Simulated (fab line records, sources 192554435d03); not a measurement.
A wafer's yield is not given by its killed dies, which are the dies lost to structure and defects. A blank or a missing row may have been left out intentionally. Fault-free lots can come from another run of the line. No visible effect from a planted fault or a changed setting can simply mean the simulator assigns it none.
8D (eight disciplines) problem report, filled in by code | flow n5 finfet | the parts of the form that need people (team, actions taken, sign-off) are left out

1. WHAT IS WRONG
Wafers free of any fault read 5.82 (standard deviation 0.19) for CJ_P at N5_BEOL_M4_RC_MEAS_101, against a mean of 4.71 on 6 wafers of 2 lots. That is -5.9 standard deviations from the usual mean.
First observed at day 11 16:10: wafer L953.1, on prober-01. At this step, 27 wafers from 9 lots have a number in the record. By rule, "out" or "out of limits" means more than 4 standard deviations away from the usual mean. The rest of the wafers with a number are treated as sound.

2. WHAT THIS IS AND IS NOT
question                    | is                     | is not
which readings at this step | CJ_P                   | DIBL_N, ION_N, ION_P, SS_N
which lots                  | L953, L955             | L938, L944, L947, L948, L957, L958, L960
which wafers of those lots  | all that have a number | -
read on which gauges        | prober-01, prober-02   | -
when                        | from day 11 16:10      | up to then (12 sound wafers); but 9 sound wafers of L957, L958, L960 came after

3. THE SUSPECTS, EACH WITH WHAT RULES IT OUT
Counting: a tool stays on the suspect list if, at a process step up to the reading, it processed all lots that are out and no sound lot following the first of them.
- ruled out: the gauge at N5_BEOL_M4_RC_MEAS_101. Those wafers that are out were read across 2 gauges (prober-01, prober-02).
- implanter-01 at N5_WELL_APT_IMPLANT_15: kept. It ran every lot that is out, first L953 (day 5 08:18), and no sound lot after that; its last sound lot up to then is L947 (day 3 20:11). Its own beam energy keV readings are out on those wafers.
Remaining after the count: implanter-01 at N5_WELL_APT_IMPLANT_15.

4. THE CAUSE (what the simulator had put in)
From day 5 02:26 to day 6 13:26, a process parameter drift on implanter-01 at N5_WELL_APT_IMPLANT_15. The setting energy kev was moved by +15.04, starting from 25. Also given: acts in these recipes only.
Only this tool survived the counting.

5. THE CHAIN OF EFFECTS, in route order
Each row: a reading whose mean over the struck wafers that have a number lies more than 3 standard deviations from the usual. Scope: only readings with a usual standard deviation given in the record; hours: median across lots of the time from each lot's start at the first step in this table that gives one to its start at this step; sigmas: change in usual standard deviations.
hours | step                   | reading         | usual  | on struck wafers | change  | sigmas
0     | N5_WELL_APT_IMPLANT_15 | beam energy keV | 25.001 | 40.046           | +15.045 | +99 or more
148   | N5_BEOL_M4_RC_MEAS_101 | CJ_P            | 5.82   | 4.71             | -1.11   | -5.9
Here are the process steps it includes:
- N5_WELL_APT_IMPLANT_15

6. WHAT WOULD HAVE CAUGHT IT SOONER
158 hours passed between the start of the fault at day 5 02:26 and the first reading out of limits at a measuring or inspecting step in this record, taken at day 11 16:10.
Tool's own readings at N5_WELL_APT_IMPLANT_15, beam energy keV: out on all struck wafers the step has rows for; an alarm limit on them would have tripped on the first.
By day 11 16:10, every lot that is out (2) had started N5_WELL_APT_IMPLANT_15 on implanter-01. None of them would have been spared by holding the tool at that moment.
